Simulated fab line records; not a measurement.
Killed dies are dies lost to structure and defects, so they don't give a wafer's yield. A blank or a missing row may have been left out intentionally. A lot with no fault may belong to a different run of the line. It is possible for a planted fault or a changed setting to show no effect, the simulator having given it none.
Which tool was responsible? + flow n5Finfet + Sampling: 24 lots, 72 wafers, 4 of 1938 route steps

## WHAT THE GAUGES READ, wafer by wafer
N5_BEOL_M10_THK_MEAS_53: measures by xrf. Usual: for M10_THK the level is 140 nm and the standard deviation is 3.3.
| lot  | measured     | on           | M10_THK (nm) | flag |
|------|--------------|--------------|--------------|------|
| L074 | day 10 18:22 | filmMetro-02 | 140 144 139  |      |
| L075 | day 11 04:04 | filmMetro-01 | 140 138 139  |      |
| L076 | day 11 11:50 | filmMetro-01 | 139 139 142  |      |
| L079 | day 11 16:10 | filmMetro-02 | 143 142 140  |      |
| L077 | day 11 17:24 | filmMetro-01 | 140 137 141  |      |
| L078 | day 11 21:02 | filmMetro-01 | 136 138 141  |      |
| L080 | day 12 10:26 | filmMetro-01 | 145 146 142  |      |
| L081 | day 12 11:41 | filmMetro-02 | 140 136 140  |      |
| L082 | day 12 15:25 | filmMetro-02 | 136 142 135  |      |
| L083 | day 13 00:40 | filmMetro-02 | 143 144 150  |      |
| L085 | day 13 04:19 | filmMetro-01 | 140 135 142  |      |
| L088 | day 13 15:41 | filmMetro-02 | 137 138 137  |      |
| L084 | day 13 15:44 | filmMetro-02 | 140 136 143  |      |
| L086 | day 13 19:53 | filmMetro-01 | 146 137 142  |      |
| L089 | day 14 13:25 | filmMetro-02 | 141 143 142  |      |
| L087 | day 14 13:57 | filmMetro-01 | 139 139 139  |      |
| L090 | day 14 17:33 | filmMetro-01 | 136 134 139  |      |
| L091 | day 15 06:07 | filmMetro-02 | 136 140 137  |      |
| L092 | day 15 11:56 | filmMetro-01 | 142 136 138  |      |
| L094 | day 15 14:17 | filmMetro-01 | 145 134 143  |      |
| L096 | day 15 17:26 | filmMetro-01 | 135 140 145  |      |
| L093 | day 15 18:12 | filmMetro-02 | 139 142 136  |      |
| L095 | day 16 12:52 | filmMetro-02 | 133 144 141  |      |
| L097 | day 16 17:54 | filmMetro-01 | 137 137 134  |      |

N5_BEOL_M11_OVL_MEAS_29. Usual: for V10_OVL the level is -0.3 nm and the standard deviation is 0.72.
| lot  | measured     | on         | V10_OVL (nm)   | flag |
|------|--------------|------------|----------------|------|
| L074 | day 11 06:31 | overlay-01 | -0.5 -1.4 -0.7 |      |
| L075 | day 11 11:46 | overlay-01 | 0.2 0.9 -0.5   |      |
| L076 | day 11 14:52 | overlay-01 | -1.2 -0.7 0.7  |      |
| L079 | day 11 19:28 | overlay-02 | 0.5 -0.7 -0.8  |      |
| L077 | day 11 21:58 | overlay-02 | -0.7 -0.8 -0.1 |      |
| L078 | day 12 01:22 | overlay-01 | 0.5 0.2 -0.8   |      |
| L080 | day 12 15:15 | overlay-01 | -1.3 0.0 0.4   |      |
| L081 | day 12 16:40 | overlay-01 | -0.5 -1.6 0.5  |      |
| L082 | day 12 20:17 | overlay-01 | -0.5 1.0 0.8   |      |
| L083 | day 13 07:18 | overlay-01 | -0.7 -0.9 -0.8 |      |
| L085 | day 13 07:28 | overlay-02 | 0.0 -1.2 -1.7  |      |
| L088 | day 13 22:54 | overlay-02 | -1.0 -1.1 -1.6 |      |
| L084 | day 13 23:04 | overlay-01 | 0.3 0.0 -0.6   |      |
| L086 | day 13 23:14 | overlay-01 | -0.2 0.6 2.0   |      |
| L089 | day 14 20:00 | overlay-02 | -1.0 -0.5 0.1  |      |
| L087 | day 14 20:10 | overlay-01 | -0.9 -0.2 -0.7 |      |
| L090 | day 14 20:40 | overlay-01 | 0.4 0.9 0.7    |      |
| L091 | day 15 11:13 | overlay-01 | 1.2 -1.1 -0.6  |      |
| L092 | day 15 15:47 | overlay-02 | 0.5 -0.8 -0.2  |      |
| L094 | day 15 19:05 | overlay-02 | -1.0 -0.1 -1.8 |      |
| L096 | day 16 00:18 | overlay-02 | 0.3 0.3 0.3    |      |
| L093 | day 15 22:46 | overlay-02 | -1.2 -0.6 0.1  |      |
| L095 | day 16 15:47 | overlay-01 | -1.1 -0.5 0.0  |      |
| L097 | day 16 23:47 | overlay-01 | -0.3 -0.8 -0.2 |      |

N5_BEOL_M12_CD_MEAS_10: target cd 140 nm. Usual: cdNm 140.2 nm, standard deviation 2.4.
| lot  | measured     | on       | cdNm (nm)         | flag |
|------|--------------|----------|-------------------|------|
| L074 | day 11 11:29 | cdSem-03 | 136.9 140.7 142.7 |      |
| L075 | day 11 17:28 | cdSem-02 | 142.9 141.6 142.5 |      |
| L076 | day 11 18:44 | cdSem-01 | 143.5 142.2 140.7 |      |
| L079 | day 12 00:31 | cdSem-02 | 141.9 143.7 144.1 |      |
| L077 | day 12 02:53 | cdSem-01 | 139.9 137.3 137.8 |      |
| L078 | day 12 06:49 | cdSem-01 | 135.6 140.2 136.3 |      |
| L080 | day 12 19:37 | cdSem-02 | 137.2 140.1 141.2 |      |
| L081 | day 12 20:09 | cdSem-02 | 142.1 145.0 144.0 |      |
| L082 | day 13 02:09 | cdSem-02 | 136.8 139.3 137.6 |      |
| L083 | day 13 10:29 | cdSem-01 | 139.3 139.2 141.3 |      |
| L085 | day 13 11:31 | cdSem-03 | 142.4 141.1 142.3 |      |
| L088 | day 14 03:41 | cdSem-03 | 139.4 141.5 139.8 |      |
| L084 | day 14 04:20 | cdSem-01 | 139.3 142.4 138.4 |      |
| L086 | day 14 04:39 | cdSem-03 | 142.3 135.8 142.4 |      |
| L089 | day 15 00:16 | cdSem-02 | 136.3 143.2 141.9 |      |
| L087 | day 15 00:29 | cdSem-02 | 141.3 141.4 138.9 |      |
| L090 | day 15 00:44 | cdSem-02 | 143.6 143.1 142.8 |      |
| L091 | day 15 14:40 | cdSem-03 | 138.3 136.4 139.0 |      |
| L092 | day 15 19:16 | cdSem-03 | 139.4 136.9 138.4 |      |
| L094 | day 16 00:28 | cdSem-03 | 138.2 142.0 137.4 |      |
| L096 | day 16 03:58 | cdSem-01 | 136.8 140.5 136.7 |      |
| L093 | day 16 03:13 | cdSem-03 | 142.5 142.1 140.2 |      |
| L095 | day 16 21:04 | cdSem-03 | 137.9 142.3 141.9 |      |
| L097 | day 17 04:37 | cdSem-03 | 140.9 137.4 140.9 |      |

## EACH LOT AND THE TOOL THAT RAN IT (in order: tool; ch and the chambers of the sampled wafers; start)
| lot  | N5_BEOL_M11_ALD_74                 |
|------|------------------------------------|
| L074 | aldMetal-02 ch 0,1,2, day 11 09:24 |
| L075 | aldMetal-02 ch 1,2, day 11 13:44   |
| L076 | aldMetal-01 ch 1,2, day 11 16:28   |
| L079 | aldMetal-02 ch 1,2,3, day 11 20:52 |
| L077 | aldMetal-02 ch 0,2,3, day 11 23:31 |
| L078 | aldMetal-01 ch 0,1,2, day 12 03:10 |
| L080 | aldMetal-02 ch 1,2, day 12 17:32   |
| L081 | aldMetal-04 ch 0,1, day 12 18:05   |
| L082 | aldMetal-02 ch 0,1,2, day 12 22:10 |
| L083 | aldMetal-04 ch 0,2,3, day 13 08:33 |
| L085 | aldMetal-02 ch 1,2, day 13 09:05   |
| L088 | aldMetal-02 ch 0,1,2, day 14 00:17 |
| L084 | aldMetal-01 ch 0,1,3, day 14 02:03 |
| L086 | aldMetal-04 ch 0,1,2, day 14 02:13 |
| L089 | aldMetal-04 ch 1,2, day 14 21:47   |
| L087 | aldMetal-02 ch 1,3, day 14 22:04   |
| L090 | aldMetal-01 ch 0,2,3, day 14 22:08 |
| L091 | aldMetal-02 ch 0,1,3, day 15 12:32 |
| L092 | aldMetal-02 ch 1,2, day 15 17:14   |
| L094 | aldMetal-01 ch 0,1,3, day 15 20:34 |
| L096 | aldMetal-01 ch 0,1,3, day 16 01:58 |
| L093 | aldMetal-01 ch 2,3, day 16 00:43   |
| L095 | aldMetal-04 ch 1,2,3, day 16 17:08 |
| L097 | aldMetal-04 ch 2,3, day 17 02:25   |
- N5_BEOL_M11_ALD_74: deposits TaN, target thk 2 nm, pulse time 2 s, purge time 3 s.

## AS READ BY THE TOOLS THEMSELVES (means over the sampled wafers that have a number; for cases with no such wafer, the mark the record gives instead)
N5_BEOL_M11_ALD_74. Usual: heaterPowerW 423 W, standard deviation 38; precursorVesselCarrierSccm 1000 sccm, standard deviation 3.1; precursorVesselTempC 74.99 C, standard deviation 0.12; susceptorTempC 275.02 C, standard deviation 0.19.
| lot  | tool        | heaterPowerW (W) | precursorVesselCarrierSccm (sccm) | precursorVesselTempC (C) | susceptorTempC (C) | flag |
|------|-------------|------------------|-----------------------------------|--------------------------|--------------------|------|
| L074 | aldMetal-02 | 432              | 1000                              | 74.88                    | 275.06             |      |
| L075 | aldMetal-02 | 416              | 1001                              | 74.95                    | 274.88             |      |
| L076 | aldMetal-01 | 424              | 1003                              | 74.87                    | 274.96             |      |
| L079 | aldMetal-02 | 396              | 999                               | 74.95                    | 275.12             |      |
| L077 | aldMetal-02 | 408              | 1000                              | 75.07                    | 274.84             |      |
| L078 | aldMetal-01 | 453              | 999                               | 75.00                    | 275.05             |      |
| L080 | aldMetal-02 | 416              | 1004                              | 74.91                    | 274.97             |      |
| L081 | aldMetal-04 | 415              | 1000                              | 75.17                    | 275.16             |      |
| L082 | aldMetal-02 | 434              | 1000                              | 75.01                    | 275.02             |      |
| L083 | aldMetal-04 | 421              | 999                               | 75.03                    | 275.06             |      |
| L085 | aldMetal-02 | 425              | 998                               | 75.04                    | 275.13             |      |
| L088 | aldMetal-02 | 434              | 998                               | 74.88                    | 274.79             |      |
| L084 | aldMetal-01 | 450              | 1000                              | 74.97                    | 274.96             |      |
| L086 | aldMetal-04 | 423              | 998                               | 74.98                    | 275.19             |      |
| L089 | aldMetal-04 | 425              | 999                               | 74.89                    | 275.01             |      |
| L087 | aldMetal-02 | 392              | 995                               | 74.96                    | 275.14             |      |
| L090 | aldMetal-01 | 434              | 1002                              | 75.05                    | 274.96             |      |
| L091 | aldMetal-02 | 421              | 999                               | 74.90                    | 274.93             |      |
| L092 | aldMetal-02 | 426              | 1000                              | 75.03                    | 275.01             |      |
| L094 | aldMetal-01 | 424              | 1000                              | 75.04                    | 275.22             |      |
| L096 | aldMetal-01 | 422              | 1001                              | 75.05                    | 275.02             |      |
| L093 | aldMetal-01 | 372              | 1001                              | 74.90                    | 275.27             |      |
| L095 | aldMetal-04 | 443              | 1000                              | 75.03                    | 275.07             |      |
| L097 | aldMetal-04 | 440              | 1000                              | 74.99                    | 275.10             |      |

## THE ANSWER, worked out from the rows above alone
Rule: a lot is off if the mean of its wafers that have a number lies more than 3 standard deviations from the usual mean. A lot without any number at a reading at which 4 lots or more have one is off too. Where the step has rows for the other lots, those lots are counted as sound. Order of review: gauges by route order, followed by the tools' own readings, for which a lot's mean as printed above is used. The first step at which some lot is off is used, and at that step the reading that is off furthest; a lot without a number counts as furthest.
Across all readings shown, no lot is off: no conclusion can be drawn from this.

## WHAT THE SIMULATOR PUT IN
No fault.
